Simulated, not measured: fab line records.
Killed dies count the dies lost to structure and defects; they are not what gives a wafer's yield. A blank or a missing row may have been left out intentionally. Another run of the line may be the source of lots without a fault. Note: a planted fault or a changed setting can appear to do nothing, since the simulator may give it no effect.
fab line records ; flow nand-harc
record: lots: 12; wafers: 34; last-day: 34
route steps=1302 shown A_SLIT@942 A_WL_FILL@957 END@1302
lots untouched by any fault: they come from a run of this same line in which no faults occurred
start-h: start of the lot's first displayed wafer, in hours after the record's first day ; wait-h: hours elapsed since this lot's preceding step ; " unchanged from the row above ; L1.1+2: one row covering several wafers at once ; - no value, or no start was given ; * or withheld: withheld ; < > ~ a bound
route shown NAME@n: a module of which the file shows steps, and the number in the route of the first ; usual: mean/standard deviation taken from wafers without a fault ; same: alike in all rows ; chamber/n: place in a boat ; sites: readings site by site ; _std_site: the values' standard deviation ; _edge_site: mean of outer sites minus mean of inner sites ; radius-mm: how far each site lies from the wafer's centre ; mask NAME#n: copy n ; behind: the most recent tool/chamber to have shaped the wafer ; hold: why the lot went on hold/how many hours it stayed there/how the hold came to an end ; device: the n, p or np transistor that did not switch ; end of line: tests run on the same wafers once the route is complete ; a step without rows: its recipe alone ; killed: at the first sort, the dies lost to defects and structure; wafer yield is something else ; map: per-die view of a wafer (x killed, . not killed, _ where there is no die)
set.NAME: the setting the step ran with; set.NAME@STEP: the setting that earlier step ran with ; model.NAME: the simulator's own value behind a step, which no gauge read
the route's steps for a sample of lots (tables are steps, rows are wafers)
services: when a tool's chamber went out of use (start-h, in hours from the record's first day, below 0 if earlier), for how many hours, and the reason
== steps ==
step: NHARC_A_SLIT_ETCH_29
recipe: target-depth-a: 1000; overetch-a: 100; time-s: 55; ion-energy-ev: 100; cf4-flow-sccm: 80; o2-flow-sccm: 20; ar-flow-sccm: 0; rf-w: 300; bias-w: 100; chemistry: CF4/O2
usual: drypump-motor-current-A: 5.5/0.55; oes-product-au: 1.003/0.013; rf-fwd-power-W: 296.7/1.5; rf-vpp-V: 197.7/1.2; showerhead-plenum-p-Torr: 1.33/0.041; throttle-valve-pct: 13.398/0.0091
lot.wafer;tool;chamber;start-h;wait-h;drypump-motor-current-A;oes-product-au;rf-fwd-power-W;rf-hours-counter-h;rf-vpp-V;showerhead-plenum-p-Torr;throttle-valve-pct
L794.3;rie-diel-05;1;451.66;0.1;5.7;0.997;294.3;1.9;198.3;1.35;13.394
L794.5;rie-diel-05;3;451.66;0.1;6.6;1.009;298.3;-;197.3;1.29;13.395
L794.6;rie-diel-05;0;451.66;0.1;6.3;0.997;295.7;-;196.1;1.31;13.388
L796.3;rie-diel-10;1;471.12;0.1;4.9;0.989;298.7;1.7;197.9;1.32;13.380
L796.1;rie-diel-10;2;471.12;0.1;5.1;1.025;296.2;2.6;199.7;1.38;13.392
L796.4;rie-diel-10;2;471.12;0.1;5.1;1.023;297.4;-;198.0;1.38;13.392
L800.4;rie-diel-10;2;502.00;0.5;5.1;1.018;296.3;4.6;199.4;1.38;13.387
L800.3;rie-diel-10;3;502.00;0.5;5.2;0.994;293.5;4.2;199.0;1.35;13.402
L800.2;rie-diel-10;0;502.00;0.5;5.3;1.019;299.3;3.3;196.1;1.25;13.400
L807.1;rie-diel-10;3;573.12;0.1;5.2;1.003;295.6;7.9;198.1;1.35;13.396
L807.5;rie-diel-10;1;573.12;0.1;4.9;0.979;299.2;-;199.3;1.32;13.399
L807.6;rie-diel-10;2;573.12;0.1;5.0;1.012;296.4;-;199.7;1.38;13.397
L805.4;rie-diel-09;2;574.72;0.1;5.4;0.994;297.2;3.1;196.3;1.28;13.399
L805.1;rie-diel-09;0;574.72;0.1;6.0;1.028;294.6;3.4;198.2;1.33;13.391
L805.5;rie-diel-09;1;574.72;0.1;4.7;1.007;296.1;-;197.3;1.36;13.409
L808.1;rie-diel-10;0;594.67;0.1;5.3;0.994;297.3;10.3;195.9;1.25;13.411
L808.6;rie-diel-10;0;594.67;0.1;5.3;1.004;297.4;-;196.9;1.25;13.405
L808.5;rie-diel-10;1;594.67;0.1;4.9;0.989;296.1;-;197.1;1.32;13.388
L809.1;rie-diel-09;2;594.81;0.1;5.4;0.996;299.6;3.3;195.9;1.28;13.416
L809.3;rie-diel-09;3;594.81;0.1;5.5;1.022;296.2;2.3;197.1;1.30;13.398
L809.6;rie-diel-09;1;594.81;0.1;4.7;1.002;297.5;-;198.8;1.36;13.401
L810.2;rie-diel-09;0;619.34;0.1;6.0;1.021;296.1;5.3;197.6;1.33;13.394
L810.5;rie-diel-09;1;619.34;0.1;4.7;0.997;298.0;-;198.7;1.36;13.406
L810.6;rie-diel-09;2;619.34;0.1;5.4;1.005;299.1;-;196.6;1.28;13.395
L811.3;rie-diel-05;2;632.70;0.1;6.0;1.000;298.1;2.0;197.5;1.39;13.401
L811.2;rie-diel-05;0;632.70;0.1;6.3;1.009;296.2;0.7;195.9;1.30;13.395
L811.5;rie-diel-05;1;632.70;0.1;5.7;0.992;296.5;-;198.3;1.35;13.399
L812.3;rie-diel-09;1;633.88;0.1;4.7;0.996;298.5;6.5;198.2;1.36;13.398
L812.5;rie-diel-09;1;633.88;0.1;4.7;1.002;297.5;-;198.8;1.36;13.402
L814.3;rie-diel-05;2;654.55;0.1;6.0;1.008;296.7;4.1;198.4;1.39;13.397
L814.2;rie-diel-05;0;654.55;0.1;6.3;0.994;296.2;3.3;196.5;1.30;13.400
L817.4;rie-diel-10;3;711.14;0.1;5.2;1.016;295.0;7.2;196.8;1.35;13.387
L817.1;rie-diel-10;1;711.14;0.1;4.9;1.005;296.6;5.9;196.3;1.32;13.408
L817.5;rie-diel-10;0;711.14;0.1;5.2;1.029;299.7;-;196.9;1.24;13.409
step: NHARC_A_WL_FILL_ETCHBACK_04
recipe: target-depth-a: 600; time-s: 120; chemistry: NF3
usual: drypump-motor-current-A: 5.7/0.57; oes-product-au: 1.000/0.011; run-length-s: 141.3/0.5
lot.wafer;tool;chamber;start-h;wait-h;drypump-motor-current-A;oes-product-au;rf-hours-counter-h;run-length-s
L794.3;rie-metal-01;1;460.26;0.3;4.8;0.998;-;141.2
L794.5;rie-metal-01;0;460.26;0.3;6.2;0.980;-;141.8
L794.6;rie-metal-01;1;460.26;0.3;4.8;0.997;-;141.6
L796.1;rie-metal-03;0;479.68;0.3;6.5;1.011;2.2;141.9
L796.3;rie-metal-03;0;479.68;0.3;6.5;1.009;-;141.8
L796.4;rie-metal-03;1;479.68;0.3;6.3;1.002;-;141.7
L800.2;rie-metal-03;0;510.55;0.3;6.4;1.002;2.5;141.5
L800.3;rie-metal-03;0;510.55;0.3;6.4;1.003;-;142.1
L800.4;rie-metal-03;1;510.55;0.3;6.3;1.004;-;141.9
L807.1;rie-metal-02;0;581.67;0.4;5.6;0.997;2.2;140.8
L807.5;rie-metal-02;1;581.67;0.4;5.5;1.002;-;140.4
L807.6;rie-metal-02;0;581.67;0.4;5.6;1.006;-;140.8
L805.1;rie-metal-03;0;583.26;0.3;6.5;1.015;0.6;141.5
L805.4;rie-metal-03;1;583.26;0.3;6.3;1.010;-;141.9
L805.5;rie-metal-03;1;583.26;0.3;6.3;1.014;-;141.7
L809.1;rie-metal-02;1;603.21;0.3;5.5;1.011;2.8;140.3
L809.3;rie-metal-02;0;603.21;0.3;5.6;1.022;-;141.1
L809.6;rie-metal-02;0;603.21;0.3;5.6;1.009;-;141.0
L808.1;rie-metal-01;0;603.24;0.3;6.2;0.992;0.7;141.6
L808.6;rie-metal-01;1;603.24;0.3;4.8;1.022;-;141.6
L808.5;rie-metal-01;0;603.24;0.3;6.2;0.995;-;141.5
L810.2;rie-metal-02;1;627.82;0.3;5.5;1.001;3.0;140.6
L810.5;rie-metal-02;0;627.82;0.3;5.6;1.022;-;141.1
L810.6;rie-metal-02;1;627.82;0.3;5.5;1.005;-;77.9
L811.2;rie-metal-01;0;641.31;0.3;6.2;0.990;1.2;141.4
L811.3;rie-metal-01;0;641.31;0.3;6.2;0.985;-;142.0
L811.5;rie-metal-01;1;641.31;0.3;4.8;1.016;-;141.5
L812.3;rie-metal-02;0;641.35;0.2;5.6;1.000;-;78.3
L812.5;rie-metal-02;1;641.35;0.2;5.5;0.980;-;140.5
L814.2;rie-metal-02;1;663.18;0.4;5.5;0.986;0.3;140.5
L814.3;rie-metal-02;0;663.18;0.4;5.6;1.002;-;78.6
L817.1;rie-metal-01;0;720.12;0.4;6.2;0.997;2.7;141.8
L817.4;rie-metal-01;1;720.12;0.4;4.8;0.992;-;141.2
L817.5;rie-metal-01;1;720.12;0.4;4.8;0.999;-;141.2
step: NHARC_A_WL_FILL_ETCHBACK_05
recipe: target-depth-a: 220; time-s: 60; temp-c: 40; chemistry: Cl2/BCl3
usual: drypump-motor-current-A: 5.8/0.57; oes-product-au: 1.000/0.012; run-length-s: 81.3/0.54
lot.wafer;tool;chamber;start-h;wait-h;drypump-motor-current-A;oes-product-au;rf-hours-counter-h;run-length-s
L794.3;rie-metal-01;0;460.44;0.1;6.2;0.975;-;81.8
L794.6;rie-metal-01;1;460.44;0.1;4.8;1.010;-;81.2
L794.5;rie-metal-01;0;460.44;0.1;6.2;0.977;-;82.2
L796.1;rie-metal-03;1;479.93;0.2;6.3;1.000;2.3;81.7
L796.3;rie-metal-03;0;479.93;0.2;6.5;1.007;-;81.7
L796.4;rie-metal-03;1;479.93;0.2;6.3;1.005;-;81.7
L800.2;rie-metal-03;1;510.79;0.2;6.3;1.010;2.7;82.3
L800.3;rie-metal-03;1;510.79;0.2;6.3;1.014;-;82.2
L800.4;rie-metal-03;0;510.79;0.2;6.4;1.003;-;81.7
L807.1;rie-metal-02;1;581.88;0.2;5.5;1.002;2.3;80.5
L807.6;rie-metal-02;1;581.88;0.2;5.5;1.001;-;80.5
L807.5;rie-metal-02;0;581.88;0.2;5.7;1.011;-;81.0
L805.1;rie-metal-03;1;583.51;0.2;6.3;0.996;0.7;81.8
L805.4;rie-metal-03;1;583.51;0.2;6.3;0.993;-;81.8
L805.5;rie-metal-03;1;583.51;0.2;6.3;0.996;-;82.1
L808.1;rie-metal-01;1;603.45;0.2;4.8;1.015;0.8;81.7
L808.6;rie-metal-01;1;603.45;0.2;4.8;1.017;-;81.5
L808.5;rie-metal-01;0;603.45;0.2;6.2;0.984;-;81.6
L809.1;rie-metal-02;1;603.46;0.2;5.5;0.996;2.9;80.5
L809.3;rie-metal-02;1;603.46;0.2;5.5;1.008;-;80.6
L809.6;rie-metal-02;1;603.46;0.2;5.5;1.002;-;80.3
L810.2;rie-metal-02;1;628.05;0.2;5.5;1.004;3.1;80.3
L810.5;rie-metal-02;0;628.05;0.2;5.7;1.012;-;80.7
L810.6;rie-metal-02;1;628.05;0.2;5.5;1.009;-;80.5
L812.3;rie-metal-02;0;641.56;0.2;5.7;0.991;-;80.9
L812.5;rie-metal-02;1;641.56;0.2;5.5;0.978;-;80.8
L811.2;rie-metal-01;0;641.56;0.2;6.2;1.008;1.3;81.4
L811.3;rie-metal-01;0;641.56;0.2;6.2;0.993;-;81.5
L811.5;rie-metal-01;0;641.56;0.2;6.2;1.002;-;81.9
L814.2;rie-metal-02;1;663.40;0.2;5.5;0.983;0.4;80.3
L814.3;rie-metal-02;0;663.40;0.2;5.7;0.986;-;81.1
L817.1;rie-metal-01;1;720.33;0.2;4.8;1.000;2.9;81.5
L817.4;rie-metal-01;1;720.33;0.2;4.8;1.000;-;81.2
L817.5;rie-metal-01;1;720.33;0.2;4.8;1.001;-;81.2
step: NHARC_A_WL_FILL_STRIP_29
recipe: time-s: 20; o2-flow-sccm: 500; ar-flow-sccm: 0; bias-w: 0; chemistry: O2
usual: drypump-motor-current-A: 5.34/0.29; oes-product-au: 0.996/0.012; rf-vpp-V: 57.9/0.93; showerhead-plenum-p-Torr: 3.54/0.15; throttle-valve-pct: 17.036/0.01
lot.wafer;tool;chamber;start-h;wait-h;drypump-motor-current-A;oes-product-au;rf-hours-counter-h;rf-vpp-V;showerhead-plenum-p-Torr;throttle-valve-pct
L794.3;rie-diel-06;1;470.66;0.1;5.03;0.990;6.9;59.4;3.66;17.040
L794.5;rie-diel-06;3;470.66;0.1;5.46;0.990;-;57.9;3.69;17.035
L794.6;rie-diel-06;0;470.66;0.1;5.30;0.997;-;58.2;3.53;17.039
L796.4;rie-diel-04;1;491.87;0.1;5.33;1.004;3.0;57.7;3.75;17.040
L796.3;rie-diel-04;3;491.87;0.1;5.58;1.005;2.6;58.9;3.52;17.032
L796.1;rie-diel-04;0;491.87;0.1;4.86;0.985;2.8;56.6;3.56;17.031
L800.3;rie-diel-04;2;521.14;0.1;5.58;1.000;3.7;57.3;3.61;17.046
L800.4;rie-diel-04;3;521.14;0.1;5.56;0.994;3.2;59.4;3.52;17.047
L800.2;rie-diel-04;1;521.14;0.1;5.29;0.999;3.7;57.7;3.75;17.044
L805.1;rie-diel-06;3;595.85;0.1;5.51;0.997;4.8;57.7;3.69;17.016
L805.4;rie-diel-06;2;595.85;0.1;5.37;0.995;4.2;57.1;3.43;17.048
L805.5;rie-diel-06;3;595.85;0.1;5.52;0.982;-;57.4;3.69;17.041
L807.1;rie-diel-04;1;595.87;0.1;5.32;1.011;1.5;58.9;3.75;17.049
L807.5;rie-diel-04;1;595.87;0.1;5.32;1.003;-;60.2;3.75;17.025
L807.6;rie-diel-04;2;595.87;0.1;5.55;0.964;-;58.7;3.61;17.028
L809.1;rie-diel-04;0;613.70;0.1;4.87;1.001;1.5;58.0;3.56;17.036
L809.3;rie-diel-04;1;613.70;0.1;5.36;1.019;1.7;58.1;3.74;17.042
L809.6;rie-diel-04;3;613.70;0.1;5.54;1.001;-;57.0;3.52;17.028
L808.1;rie-diel-06;0;615.05;0.1;5.27;1.003;5.2;58.0;3.53;17.040
L808.5;rie-diel-06;2;615.05;0.1;5.36;0.995;-;58.4;3.43;17.028
L808.6;rie-diel-06;3;615.05;0.1;5.52;0.993;-;57.7;3.69;17.025
L810.2;rie-diel-13;3;638.34;0.1;5.36;1.008;4.2;55.9;3.32;17.050
L810.6;rie-diel-13;3;638.34;0.1;5.34;0.996;-;56.9;3.32;17.055
L810.5;rie-diel-13;0;638.34;0.1;4.80;0.997;-;57.7;3.32;17.051
L812.3;rie-diel-13;2;651.54;0.1;5.52;1.015;3.2;57.1;3.74;17.035
L812.5;rie-diel-13;3;651.54;0.1;5.33;0.996;-;55.4;3.32;17.034
L811.2;rie-diel-04;0;651.56;0.1;4.87;0.989;2.1;58.0;3.56;17.020
L811.3;rie-diel-04;1;651.56;0.1;5.32;1.013;2.3;57.4;3.74;17.027
L811.5;rie-diel-04;0;651.56;0.1;4.86;0.986;-;58.3;3.56;17.027
L814.3;rie-diel-06;2;673.72;0.1;5.36;0.984;0.1;56.9;3.43;17.036
L814.2;rie-diel-06;0;673.72;0.1;5.29;1.001;0.1;58.1;3.53;17.029
L817.4;rie-diel-06;2;728.22;0.1;5.38;0.985;3.0;57.9;3.43;17.023
L817.1;rie-diel-06;0;728.22;0.1;5.27;1.009;3.3;58.9;3.53;17.045
L817.5;rie-diel-06;2;728.22;0.1;5.36;0.979;-;59.5;3.43;17.026
step: NHARC_END_SORT_01
recipe: temp-c: 25
usual: killed-at-array: 56/17; killed-at-other: 1.2/1.4; killed-at-periphery: 4/3.2; killed-dies: 61/16; killed-open: 3.6/2.1; killed-short: 2.7/1.8
same: gross-dies: 677
lot.wafer;tool;chamber;start-h;wait-h;killed-at-array;killed-at-other;killed-at-periphery;killed-dies;killed-open;killed-short
L810.2;prober-02;0;722.42;2.8;69;5;1;75;0;0
L810.5;prober-02;0;724.80;3.7;66;3;4;73;2;2
L810.6;prober-02;0;725.59;4.0;674;1;2;677;4;2
L812.3;prober-01;0;740.03;3.1;674;0;3;677;2;1
L812.5;prober-01;0;741.63;3.7;74;0;14;88;0;4
L814.2;prober-01;0;764.03;2.8;87;2;1;90;2;1
L814.3;prober-01;0;764.83;3.1;673;3;1;677;2;2
killed by level:class
L810.2 A_CHANNEL_HOLE_D1:chamber-film-flake=34 A_SLIT:chamber-film-flake=31 THIN_TSV:chamber-film-flake=5 A_STAIRCASE:chamber-film-flake=2 P_M0:chamber-film-flake=1 A_ZERO_WELL:chamber-film-flake=1 A_CONTACT:chamber-film-flake=1
L810.5 A_SLIT:chamber-film-flake=31 A_CHANNEL_HOLE_D1:chamber-film-flake=23 A_STAIRCASE:chamber-film-flake=6 P_M0:chamber-film-flake=3 THIN_TSV:chamber-film-flake=3 A_CHANNEL_FILL_D2:geometric-particle:short=2 A_ONON_D1:geometric-particle:open=1 A_SGD_CUT:geometric-particle:open=1
L810.6 A_WL_FILL:area-etchback=593 A_CHANNEL_HOLE_D1:chamber-film-flake=36 A_SLIT:chamber-film-flake=36 A_STAIRCASE:chamber-film-flake=3 A_CHANNEL_HOLE_D2:geometric-particle:open=2 P_CONTACT:geometric-particle:open=1 A_ONON_D2:geometric-particle:open=1 A_CHANNEL_HOLE_D2:geometric-particle:short=1
L812.3 A_WL_FILL:area-etchback=587 A_SLIT:chamber-film-flake=37 A_CHANNEL_HOLE_D1:chamber-film-flake=32 A_STAIRCASE:chamber-film-flake=6 A_CONTACT:chamber-film-flake=3 A_BONDPAD:chamber-film-flake=3 A_ONON_D2:geometric-particle:open=2 P_ZERO_WELL:chamber-film-flake=2
L812.5 A_CHANNEL_HOLE_D1:chamber-film-flake=35 A_SLIT:chamber-film-flake=29 P_ZERO_WELL:chamber-film-flake=5 P_BONDPAD:chamber-film-flake=5 A_STAIRCASE:chamber-film-flake=3 A_WL_FILL:chamber-film-flake=3 P_CONTACT:geometric-particle:short=2 A_CONTACT:chamber-film-flake=2
L814.2 A_SLIT:chamber-film-flake=36 A_CHANNEL_HOLE_D2:chamber-film-flake=22 A_CHANNEL_HOLE_D1:chamber-film-flake=11 A_CONTACT:chamber-film-flake=7 A_CHANNEL_FILL_D1:chamber-film-flake=3 HYBRID_BOND:chamber-film-flake=2 A_STAIRCASE:chamber-film-flake=2 A_M1:chamber-film-flake=2
L814.3 A_WL_FILL:area-etchback=591 A_CHANNEL_HOLE_D2:chamber-film-flake=29 A_SLIT:chamber-film-flake=25 A_CHANNEL_HOLE_D1:chamber-film-flake=13 A_CONTACT:chamber-film-flake=4 A_M1:chamber-film-flake=3 A_CHANNEL_FILL_D1:chamber-film-flake=2 A_WL_FILL:chamber-film-flake=2
== services ==
tool;chamber;start-h;hours;kind
rie-diel-10;2;430.70;2.5;repair
rie-metal-02;-;454.06;9.0;pm
rie-diel-10;1;456.56;7.0;repair
rie-diel-04;-;457.37;0.1;repair
rie-diel-10;0;462.22;11.4;repair
rie-diel-10;-;492.08;1.9;repair
rie-metal-03;-;519.00;9.0;pm
rie-diel-10;-;526.87;2.3;repair
rie-diel-04;-;531.93;9.0;pm
rie-diel-10;2;542.24;5.4;repair
rie-metal-02;-;556.48;0.1;repair
rie-metal-01;-;575.00;9.0;pm
rie-diel-04;2;592.24;2.4;repair
rie-diel-10;-;596.50;9.0;pm
rie-diel-10;-;610.30;0.6;repair
rie-metal-02;-;631.06;9.0;pm
rie-diel-04;2;636.21;14.9;repair
rie-metal-02;1;666.58;8.1;repair
rie-diel-10;-;671.28;1.0;repair
rie-diel-04;-;679.39;0.2;repair
rie-diel-04;3;689.95;8.6;repair
rie-metal-03;-;696.00;9.0;pm
rie-diel-04;2;696.46;8.6;repair
rie-metal-01;0;710.47;1.3;repair
== key ==
first-sign: step: NHARC_A_WL_FILL_ETCHBACK_04; reading: run-length-s; direction: down; sigmas: 99+; usual: *; struck: *
effect: step: NHARC_END_SORT_01; reading: killed-at-array; direction: up; sigmas: 37; usual: 56; struck: 674
more-kills-born-at: NHARC_A_WL_FILL_ETCHBACK_04@rie-metal-02: 1771
met-at NHARC_A_WL_FILL_ETCHBACK_04
struck-lots L810,L812,L814
struck-wafers L810.6,L812.3,L814.3
later-rows-left-out L810.6,L812.3,L814.3
tester-left-out L810,L812,L814
not-acting-at NHARC_A_SLIT_ETCH_29,NHARC_A_WL_FILL_ETCHBACK_05,NHARC_A_WL_FILL_STRIP_29
onset-between 603.21 627.82
fault: kind: process-parameter-drift; tool: rie-metal-02; chamber: -; onset-h: 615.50; steps: NHARC_A_WL_FILL_ETCHBACK_04; channel: time-s; offset: *; shape: step; end-h: 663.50; scope: struck-wafers-only; acts-in: *; stated: *
tester-left-out: of these lots the tester's yield and bins aren't shown, on N5 and GAA mostly nor the transistor test; their killed dies are dies lost to structure and defects alone, not to doping, threshold or leakage, so they don't give the yield
later-rows-left-out: the simulator's readings of these wafers behind a module that went badly wrong aren't trusted and aren't shown, but for the sort
